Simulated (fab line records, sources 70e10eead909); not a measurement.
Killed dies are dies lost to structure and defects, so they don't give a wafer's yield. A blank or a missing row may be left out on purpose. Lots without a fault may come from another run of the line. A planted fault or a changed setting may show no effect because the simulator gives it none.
A struck lot beside a sound one | flow nand_harc | 20 steps out of a route of 1159
Sound: wafers L179.1, L179.3, L179.6. Struck: wafer L193.6. (L193.5 of the same lot was not struck and is left out.) The cause comes at the end.
At each step with rows: each side's tool, then ch and its chambers, then its first start. Under that, the readings that differ: sound wafers | struck wafers | difference of the means | sigmas: that difference in standard deviations of wafers without a fault.
alike: readings whose means differ by less than 2 such deviations, and words and numbers that are the same on both sides. not compared: withheld readings, readings that some wafer has no value for, bounds like >300 that may hide the same value, and numbers for which the record gives no deviation and whose values overlap.
The two part at a step that has a row with sigmas, a row that says differs or no value, or rows on one side only. Numbers that don't overlap but have no deviation are shown without sigmas and don't part them. A reading that every wafer of one side lacks parts them only if that side has two wafers or more.

NHARC_P_GATE_CD_MEAS_59: target cd 720 nm.
  sound on cd_sem-02 ch 0, day 5 21:27; struck on cd_sem-02 ch 0, day 9 13:23
  alike: cd_nm
then, 1 step without rows for these wafers: NHARC_P_GATE_HARDBAKE_60 (time 80 s).
NHARC_P_GATE_DESCUM_61: chemistry O2, time 3 s.
  sound on rie_diel-03 ch 1,2,3, day 5 21:38; struck on rie_diel-03 ch 2, day 9 13:35
  alike: drypump_motor_current_A, oes_product_au, rf_vpp_V, showerhead_plenum_p_Torr, throttle_valve_pct
  not compared: rf_hours_counter_h
then, 1 step without rows for these wafers: NHARC_P_GATE_IMPLANT_62.
NHARC_P_GATE_STRIP_112: strips in N2/H2, time 200 s.
  sound on plasma_asher-01 ch 0,1, day 5 22:00; struck on plasma_asher-01 ch 0, day 9 14:05
  alike: drypump_motor_current_A, heater_power_w, rf_refl_power_W
  not compared: rf_hours_counter_h
NHARC_P_GATE_STRIP_76: strips in O2.
  sound on plasma_asher-01 ch 0,1, day 5 22:16; struck on plasma_asher-01 ch 0, day 9 14:13
  alike: drypump_motor_current_A, heater_power_w, rf_refl_power_W
  not compared: rf_hours_counter_h
then, 6 steps without rows for these wafers: NHARC_P_GATE_STRIP_63 (strips in SPM, time 900 s); NHARC_P_GATE_DEHYDRATE_83 (time 120 s); NHARC_P_GATE_HMDS_84 (time 30 s); NHARC_P_GATE_COAT_85; NHARC_P_GATE_SOFTBAKE_86 (time 95 s); NHARC_P_GATE_EBR_87.
NHARC_P_GATE_EXPOSE_88: exposes mask P HVN, target cd 2000 nm.
  sound on krf_scanner-03 ch 0, day 5 22:53; struck on krf_scanner-03 ch 0, day 9 14:51
  alike: mask
then, 2 steps without rows for these wafers: NHARC_P_GATE_PEB_89 (peb time 85 s); NHARC_P_GATE_DEVELOP_90 (time 70 s).
NHARC_P_GATE_CD_MEAS_91: target cd 2000 nm.
  sound on cd_sem-01 ch 0, day 5 23:03; struck on cd_sem-01 ch 0, day 9 14:59
  reading    | sound                | struck | difference | sigmas
  cd_nm (nm) | 1999.8 1996.7 2001.1 | 2022.7 | +23.5      | +12
then, 1 step without rows for these wafers: NHARC_P_GATE_HARDBAKE_92 (time 80 s).
NHARC_P_GATE_DESCUM_93: chemistry O2, time 3 s.
  sound on rie_diel-09 ch 0,1,2, day 5 23:14; struck on rie_diel-09 ch 2, day 9 15:13
  reading                 | sound                | struck | difference | sigmas
  throttle_valve_pct (%)  | 11.316 11.328 11.316 | 11.293 | -0.027     | -3
  model.P_GATE.cd_nm (nm) | 2000 1997 2001       | 2023   | +24        |
  alike: drypump_motor_current_A, oes_product_au, rf_vpp_V, showerhead_plenum_p_Torr
  not compared: rf_hours_counter_h
then, 1 step without rows for these wafers: NHARC_P_GATE_IMPLANT_94.
NHARC_END_SORT_01:
  the record has rows for the sound wafers here (prober-01 ch 0, day 20 07:37) and none for the struck ones

WHERE THEY PART
First at NHARC_P_GATE_CD_MEAS_91; last, within this record, at NHARC_END_SORT_01.

WHY: what the simulator had put in
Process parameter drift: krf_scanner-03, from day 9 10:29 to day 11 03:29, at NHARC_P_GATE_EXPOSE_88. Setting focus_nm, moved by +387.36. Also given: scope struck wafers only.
